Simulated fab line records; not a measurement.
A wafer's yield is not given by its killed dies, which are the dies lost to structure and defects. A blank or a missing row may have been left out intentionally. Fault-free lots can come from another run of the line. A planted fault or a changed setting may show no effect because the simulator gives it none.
Code-filled problem report in 8D (eight disciplines) form / flow n5_finfet / the parts of the form that need people (team, actions taken, sign-off) are left out

== 1. WHAT IS WRONG ==
Mean of etch_rf_on_time_s at N5_FIN_SAQP_HM_OPEN_33: 52.3 s across 2 wafers in 2 lots; on wafers with no fault it is 68.8 s (standard deviation 1.7). Relative to the usual mean, that is a shift of -9.7 standard deviations.
The step: chemistry CH3F/O2, target SiNx, target depth 49.4 nm, time 70.6 s.
First observed at day 5 09:29: wafer L226.2, on rie_diel-01. The record holds 26 wafers of 9 lots with a number at this step. Rule for "out" (also "out of limits"): further than 4 standard deviations from the usual mean. All remaining wafers that have a number are taken as sound.

== 2. WHAT IT IS, WHAT IT ISN'T ==
question=which readings at this step | is=etch_rf_on_time_s | is not=chamber_pressure_mTorr, drypump_motor_current_A, oes_product_au, rf_vpp_V, showerhead_plenum_p_Torr, throttle_valve_pct
question=which lots | is=L226, L228 | is not=L213, L216, L219, L221, L234, L235, L236
question=which wafers of those lots | is=L226.2, L228.6 | is not=L226.3, L226.5, L228.1, L228.5
question=read on which tools | is=rie_diel-01 | is not=rie_diel-03, rie_diel-06
question=when | is=from day 5 09:29 | is not=up to then (14 sound wafers); but 10 sound wafers of L228, L234, L235, L236 came after

== 3. WHAT RULES OUT EACH SUSPECT ==
Counting: any tool at a process step up to the reading remains a suspect provided it ran every lot that is out. Sound lots after the first of them don't rule it out here, since some wafers of a struck lot are sound.
- rie_diel-01 at N5_FIN_SAQP_HM_OPEN_33 (chemistry CH3F/O2, target SiNx, target depth 49.4 nm, time 70.6 s): kept. It processed each lot that is out (first: L226, day 5 09:29); up to then, its last sound lot is L221 (day 4 02:01). Out on those wafers are its own readings of etch_rf_on_time_s.
Left after counting: rie_diel-01 at N5_FIN_SAQP_HM_OPEN_33.

== 4. THE CAUSE (what the simulator had put in) ==
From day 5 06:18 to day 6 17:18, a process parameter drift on rie_diel-01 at N5_FIN_SAQP_HM_OPEN_33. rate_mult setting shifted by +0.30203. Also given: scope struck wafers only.
This tool alone remained once counting was done.

== 5. SEQUENCE OF EFFECTS, ordered by route ==
One row per reading whose mean, taken over the struck wafers that have a number, lies over 3 standard deviations from the usual. Scope: only readings with a usual standard deviation given in the record; hours: median across lots of the time from each lot's start at the first step in this table that gives one to its start at this step; sigmas: change in usual standard deviations.
hours=0; step=N5_FIN_SAQP_HM_OPEN_33; reading=etch_rf_on_time_s; usual=68.8 s; on struck wafers=52.3; change=-16.5; sigmas=-9.7
Process steps it contains:
- N5_FIN_SAQP_HM_OPEN_33: chemistry CH3F/O2, target SiNx, target depth 49.4 nm, time 70.6 s.
Later steps that measure or inspect, where all struck wafers having a row at the step show a number for every such reading and not one has moved that far: N5_BEOL_M4_RC_MEAS_101.

== 6. HOW IT WOULD HAVE BEEN CAUGHT EARLIER ==
3 hours passed between the start of the fault at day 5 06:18 and the first reading out of limits in this record, taken at day 5 09:29.
